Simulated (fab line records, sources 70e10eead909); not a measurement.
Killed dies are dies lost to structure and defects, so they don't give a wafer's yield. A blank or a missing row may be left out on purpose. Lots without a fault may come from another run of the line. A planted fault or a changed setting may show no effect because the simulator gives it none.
Chamber matching | flow nand_harc | NHARC_A_WL_FILL_ALD_10 on ald_hk-03: 4 sister chambers
The step deposits SiO2, target thk 50 nm, pulse time 10 s, ald cycles 500. 14 wafers are shown with their chamber, then 7 later ones without.

WAFERS WITH THEIR CHAMBER
wafer  | chamber | heater_power_w (W) | precursor_pulse_height_rel
L075.3 | 1       | 491                | 0.986
L075.4 | 2       | 525                | 0.976
L075.2 | 0       | 469                | 1.052
L077.3 | 0       | 465                | 0.993
L077.4 | 3       | 535                | 1.004
L077.6 | 2       | 526                | 1.037
L080.2 | 3       | 518                | 0.973
L080.5 | 1       | 488                | 1.022
L080.6 | 0       | 469                | 0.977
L082.2 | 0       | 475                | 1.001
L082.5 | 1       | 501                | 0.979
L082.6 | 0       | 469                | 1.025
L085.2 | 3       | 519                | 0.993
L085.3 | 2       | 539                | 0.974

SIGNATURES (means of the wafers above)
reading                    | chamber 0 | chamber 1 | chamber 2 | chamber 3 | scatter within a chamber
heater_power_w             | 469.40    | 493.33    | 530.00    | 524.00    | 6.69
precursor_pulse_height_rel | 1.00960   | 0.99567   | 0.99567   | 0.99000   | 0.0275
Rule: a wafer's distance from a chamber is the root of the sum, over the readings, of the square of ((its reading less the chamber's mean) divided by the reading's scatter). The wafer belongs to the nearest chamber; if the next one is less than 2 further off, it can't be placed. The scatter: the root of (the sum of the squares of (reading less its chamber's mean) over the shown wafers, divided by (wafers less chambers)).

WAFERS WITHOUT THEIR CHAMBER
wafer  | heater_power_w (W) | precursor_pulse_height_rel
L085.5 | 527                | 0.986
L090.3 | 540                | 1.022
L090.5 | 544                | 1.007
L090.6 | 535                | 0.989
L093.3 | 534                | 0.967
L093.4 | 473                | 1.037
L093.6 | 535                | 1.002

WHICH CHAMBER EACH WENT THROUGH
wafer  | from the rows above     | in truth
L085.5 | can't be placed: 3 or 2 | 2
L090.3 | can't be placed: 2 or 3 | 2
L090.5 | can't be placed: 2 or 3 | 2
L090.6 | can't be placed: 2 or 3 | 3
L093.3 | can't be placed: 2 or 3 | 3
L093.4 | 0                       | 0
L093.6 | can't be placed: 2 or 3 | 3
Placed correctly: 1 of 7. Can't be placed from these rows: 6 (the true chamber is among the candidates in 6). Placed wrongly: 0.
